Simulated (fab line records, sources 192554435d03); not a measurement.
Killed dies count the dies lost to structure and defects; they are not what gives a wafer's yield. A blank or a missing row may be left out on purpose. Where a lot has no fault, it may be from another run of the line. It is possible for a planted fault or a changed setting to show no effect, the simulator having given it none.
Which tool did it? -- flow n5-finfet -- Sampling: 24 lots, 72 wafers, 6 of 1938 route steps

== WHAT EACH GAUGE READ, for each wafer ==
N5_BEOL_M11_OVL_MEAS_29.
lot,measured,on,V10_OVL (nm)
L074,day 10 13:22,overlay-01,0.7 1.0 -0.1
L075,day 10 19:03,overlay-02,-0.2 -0.7 -0.6
L077,day 11 06:27,overlay-02,-1.0 0.1 0.5
L076,day 11 06:37,overlay-02,0.5 0.1 -0.4
L078,day 11 12:30,overlay-01,-0.5 -0.7 -0.7
L079,day 11 13:03,overlay-02,0.9 0.2 -0.2
L080,day 11 21:31,overlay-01,0.7 1.1 0.9
L081,day 12 03:36,overlay-02,0.3 0.4 -0.7
L083,day 12 07:35,overlay-02,-1.0 -0.7 -0.9
L082,day 12 07:46,overlay-01,1.1 0.1 0.7
L084,day 13 01:59,overlay-01,-1.3 0.0 0.0
L085,day 13 09:10,overlay-01,-0.7 -1.4 0.4
L086,day 13 11:31,overlay-01,-0.5 -0.9 -0.9
L087,day 13 17:03,overlay-02,-0.8 0.1 -1.2
L089,day 13 23:03,overlay-02,0.3 0.1 -0.6
L090,day 14 04:39,overlay-01,0.6 0.0 0.0
L088,day 14 08:59,overlay-02,-0.4 -0.8 -0.4
L093,day 14 18:19,overlay-01,-0.7 -1.0 -1.3
L091,day 15 02:25,overlay-02,0.1 -1.4 -0.7
L094,day 15 07:58,overlay-02,-0.6 -0.7 -0.6
L092,day 15 08:08,overlay-01,-0.5 -0.3 -0.1
L095,day 15 12:07,overlay-01,0.1 -0.5 -0.3
L096,day 16 05:43,overlay-02,-1.6 -0.1 -0.1
L097,day 16 16:45,overlay-01,1.1 0.9 -0.3

N5_BEOL_M11_THK_MEAS_53: measures by xrf.
lot,measured,on,M11_THK (nm)
L074,day 10 18:37,film-metro-02,147.7 138.2 138.2
L075,day 10 22:24,film-metro-02,141.1 138.7 141.3
L077,day 11 10:02,film-metro-01,140.4 143.6 141.6
L076,day 11 10:19,film-metro-02,137.0 134.7 137.7
L078,day 11 16:10,film-metro-02,138.8 138.1 137.8
L079,day 11 16:44,film-metro-02,135.4 140.7 139.7
L080,day 12 02:47,film-metro-02,138.8 143.5 138.7
L081,day 12 07:02,film-metro-01,145.9 143.4 138.9
L083,day 12 11:50,film-metro-02,135.3 143.2 135.0
L082,day 12 12:01,film-metro-02,136.6 136.6 136.4
L084,day 13 05:27,film-metro-02,137.2 139.4 137.9
L085,day 13 12:32,film-metro-01,140.3 137.0 141.4
L086,day 13 15:26,film-metro-02,138.5 143.3 141.1
L087,day 13 20:05,film-metro-01,135.1 135.7 135.0
L089,day 14 03:17,film-metro-02,134.4 135.1 134.9
L090,day 14 09:32,film-metro-02,139.0 138.9 139.1
L088,day 14 13:25,film-metro-02,139.7 142.8 139.2
L093,day 14 21:54,film-metro-02,141.8 136.9 134.3
L091,day 15 06:34,film-metro-01,142.6 141.4 137.2
L094,day 15 11:38,film-metro-02,135.1 142.9 138.7
L092,day 15 11:53,film-metro-01,137.9 134.2 140.5
L095,day 15 14:41,film-metro-01,141.2 139.6 137.1
L096,day 16 08:56,film-metro-02,134.3 141.5 136.0
L097,day 16 21:20,film-metro-01,135.7 137.3 137.2

N5_BEOL_M12_OVL_MEAS_11.
lot,measured,on,V11_OVL (nm)
L074,day 10 19:17,overlay-02,-4 -13 -3
L075,day 10 23:03,overlay-02,-8 -7 -11
L077,day 11 10:50,overlay-01,-12 0 -5
L076,day 11 11:06,overlay-02,5 -4 -1
L078,day 11 16:49,overlay-01,3 2 4
L079,day 11 17:31,overlay-01,-7 -2 2
L080,day 12 03:34,overlay-02,-8 -2 -8
L081,day 12 07:42,overlay-01,-9 -9 -8
L083,day 12 12:41,overlay-02,-1 -2 -7
L082,day 12 12:51,overlay-01,-5 2 -2
L084,day 13 06:08,overlay-01,-9 -9 -18
L085,day 13 13:19,overlay-01,-3 -2 -8
L086,day 13 16:13,overlay-02,-3 2 -2
L087,day 13 20:46,overlay-01,4 0 -7
L089,day 14 04:04,overlay-02,-7 -2 -10
L090,day 14 10:19,overlay-01,-9 -11 -7
L088,day 14 14:04,overlay-01,2 6 5
L093,day 14 22:34,overlay-01,-11 -10 -1
L091,day 15 07:13,overlay-02,-5 -5 -7
L094,day 15 12:18,overlay-02,-15 -8 -10
L092,day 15 12:33,overlay-01,-13 -11 -14
L095,day 15 15:28,overlay-02,-3 1 0
L096,day 16 09:35,overlay-02,-11 -8 -15
L097,day 16 22:06,overlay-01,-14 -13 -15

N5_BEOL_M12_INSPECT_55: inspects for defects (darkfield).
lot,measured,on,raw-defect-count
L074,day 11 01:31,defect-inspect-01,66 76 64
L075,day 11 03:03,defect-inspect-02,76 52 66
L077,day 11 18:53,defect-inspect-01,68 59 28
L076,day 11 19:27,defect-inspect-02,63 71 107
L078,day 11 23:02,defect-inspect-01,109 104 65
L079,day 12 00:58,defect-inspect-02,49 64 80
L080,day 12 09:39,defect-inspect-01,67 63 81
L081,day 12 12:15,defect-inspect-01,53 94 96
L083,day 12 16:19,defect-inspect-02,60 52 33
L082,day 12 17:00,defect-inspect-01,45 56 32
L084,day 13 11:25,defect-inspect-02,62 49 48
L085,day 13 18:37,defect-inspect-02,99 86 138
L086,day 13 20:37,defect-inspect-02,83 127 78
L087,day 14 01:03,defect-inspect-01,76 73 111
L089,day 14 12:29,defect-inspect-01,64 40 74
L090,day 14 14:29,defect-inspect-01,106 103 84
L088,day 14 22:19,defect-inspect-01,56 72 40
L093,day 15 03:22,defect-inspect-01,58 111 97
L091,day 15 11:29,defect-inspect-01,47 64 42
L094,day 15 18:59,defect-inspect-01,118 58 53
L092,day 15 19:26,defect-inspect-01,66 60 47
L095,day 15 20:16,defect-inspect-01,40 51 50
L096,day 16 13:46,defect-inspect-01,65 75 75
L097,day 17 02:07,defect-inspect-01,66 64 42

== WHICH TOOL RAN EACH LOT (tool, then ch and the chambers of the sampled wafers, then the start) ==
lot,N5_BEOL_M11_ETCH_66,N5_BEOL_M12_SPUTTER_43
L074,"rie-diel-03 ch 1,3, day 10 13:31","pvd-sputter-01, day 11 00:11"
L075,"rie-diel-02 ch 0,1,3, day 10 19:17","pvd-sputter-01, day 11 01:10"
L077,"rie-diel-02 ch 1,3, day 11 06:37","pvd-sputter-02, day 11 15:24"
L076,"rie-diel-04 ch 0,2,3, day 11 07:01","pvd-sputter-02, day 11 15:46"
L078,"rie-diel-03 ch 0,2, day 11 12:38","pvd-sputter-03, day 11 19:39"
L079,"rie-diel-02 ch 0,1,3, day 11 13:11","pvd-sputter-02, day 11 19:46"
L080,"rie-diel-02 ch 0,3, day 11 21:59","pvd-sputter-02, day 12 08:29"
L081,"rie-diel-02 ch 0,2,3, day 12 03:44","pvd-sputter-02, day 12 10:58"
L083,"rie-diel-03 ch 1,2,3, day 12 07:46","pvd-sputter-01, day 12 15:07"
L082,"rie-diel-04 ch 1,2, day 12 07:55","pvd-sputter-03, day 12 15:46"
L084,"rie-diel-04 ch 0,1,2, day 13 02:08","pvd-sputter-02, day 13 10:14"
L085,"rie-diel-02 ch 0,2,3, day 13 09:19","pvd-sputter-03, day 13 17:28"
L086,"rie-diel-02 ch 0,1,2, day 13 11:43","pvd-sputter-01, day 13 19:26"
L087,"rie-diel-04 ch 0,1, day 13 17:12","pvd-sputter-01, day 13 23:50"
L089,"rie-diel-04 ch 1,2, day 13 23:12","pvd-sputter-02, day 14 11:02"
L090,"rie-diel-03 ch 0,2,3, day 14 04:47","pvd-sputter-01, day 14 12:28"
L088,"rie-diel-04 ch 2,3, day 14 09:25","pvd-sputter-03, day 14 20:34"
L093,"rie-diel-03 ch 0,1,2, day 14 18:27","pvd-sputter-02, day 15 01:52"
L091,"rie-diel-04 ch 0,3, day 15 02:33","pvd-sputter-01, day 15 09:45"
L094,"rie-diel-03 ch 0,1,3, day 15 08:28","pvd-sputter-01, day 15 17:17"
L092,"rie-diel-02 ch 0,1,2, day 15 08:31","pvd-sputter-01, day 15 18:13"
L095,"rie-diel-02 ch 0,2,3, day 15 12:16","pvd-sputter-01, day 15 19:05"
L096,"rie-diel-04 ch 0,1, day 16 05:51","pvd-sputter-02, day 16 12:05"
L097,"rie-diel-03 ch 2,3, day 16 16:53","pvd-sputter-01, day 17 00:58"
- N5_BEOL_M11_ETCH_66: etches SOC in N2/H2, target depth 120 nm, overetch 24 nm, time 180 s.
- N5_BEOL_M12_SPUTTER_43: material TaN, target thk 15 nm, time 24.19 s.

== AS READ BY THE TOOLS THEMSELVES (means over the sampled wafers that have a number; for cases with no such wafer, the mark the record gives instead) ==
N5_BEOL_M11_ETCH_66.
lot,tool,bias-w (W),drypump-motor-current-A (A),oes-product-au (a.u.),rf-vpp-V (V),showerhead-plenum-p-Torr (Torr),throttle-valve-pct (%)
L074,rie-diel-03,149.8,5.7,0.68,523.2,2.50,17.71
L075,rie-diel-02,149.3,5.9,0.64,522.2,2.49,17.62
L077,rie-diel-02,150.1,6.1,0.69,523.1,2.51,17.39
L076,rie-diel-04,149.9,5.7,0.62,522.7,2.50,17.96
L078,rie-diel-03,150.0,6.2,0.59,520.4,2.43,17.92
L079,rie-diel-02,150.2,5.9,0.64,522.7,2.49,17.63
L080,rie-diel-02,150.5,5.9,0.63,524.3,2.55,17.86
L081,rie-diel-02,150.1,5.7,0.68,523.3,2.54,17.59
L083,rie-diel-03,149.9,5.7,0.65,522.6,2.49,17.78
L082,rie-diel-04,150.4,6.0,0.64,525.4,2.59,17.75
L084,rie-diel-04,150.0,5.8,0.62,524.3,2.54,17.90
L085,rie-diel-02,149.8,5.7,0.67,523.9,2.54,17.60
L086,rie-diel-02,149.9,5.5,0.63,520.8,2.45,17.60
L087,rie-diel-04,150.2,5.8,0.56,524.0,2.54,18.06
L089,rie-diel-04,149.6,6.0,0.63,525.1,2.58,17.77
L090,rie-diel-03,150.1,6.2,0.59,519.9,2.42,17.92
L088,rie-diel-04,149.9,5.8,0.74,521.4,2.49,17.69
L093,rie-diel-03,149.9,5.7,0.62,522.3,2.47,17.81
L091,rie-diel-04,149.8,5.8,0.79,523.0,2.50,17.70
L094,rie-diel-03,149.8,5.7,0.63,522.2,2.47,17.78
L092,rie-diel-02,150.1,5.5,0.62,520.8,2.44,17.61
L095,rie-diel-02,149.7,5.7,0.65,523.6,2.53,17.63
L096,rie-diel-04,150.0,5.9,0.64,524.6,2.58,17.83
L097,rie-diel-03,149.8,6.2,0.57,519.9,2.42,17.99

N5_BEOL_M12_SPUTTER_43.
lot,tool,throttle-valve-pct (%)
L074,pvd-sputter-01,30.3
L075,pvd-sputter-01,29.9
L077,pvd-sputter-02,29.8
L076,pvd-sputter-02,30.2
L078,pvd-sputter-03,29.8
L079,pvd-sputter-02,29.1
L080,pvd-sputter-02,30.5
L081,pvd-sputter-02,30.1
L083,pvd-sputter-01,30.3
L082,pvd-sputter-03,29.8
L084,pvd-sputter-02,30.2
L085,pvd-sputter-03,29.9
L086,pvd-sputter-01,30.7
L087,pvd-sputter-01,30.6
L089,pvd-sputter-02,29.7
L090,pvd-sputter-01,30.2
L088,pvd-sputter-03,29.8
L093,pvd-sputter-02,30.0
L091,pvd-sputter-01,30.3
L094,pvd-sputter-01,30.0
L092,pvd-sputter-01,29.8
L095,pvd-sputter-01,30.0
L096,pvd-sputter-02,30.4
L097,pvd-sputter-01,30.4

== THE ANSWER, worked out from the rows above alone ==
Rule: the usual values come from the lots themselves. Put in order of their means at a reading, lots are off if they are a third of the lots or fewer, leave a main group of 4 or more, and stand apart from it by a gap of 3 or more times the standard deviation of the main group's means; of several such gaps the widest counts. If all means in a main group match to the digits the tables above print for the reading, that group is not used. Also off: a lot with no number at a reading for which 4 or more lots have one. Any other lot the step has rows for is counted as sound. After the gauges, taken in route order, come the tools' own readings; for these a lot's mean is taken, as printed above. The first step at which some lot is off is used, and at that step the reading that is off furthest; a lot without a number counts as furthest.
No lot is off on any of the readings shown, so nothing can be concluded from this.

== WHAT THE SIMULATOR HAD PUT IN ==
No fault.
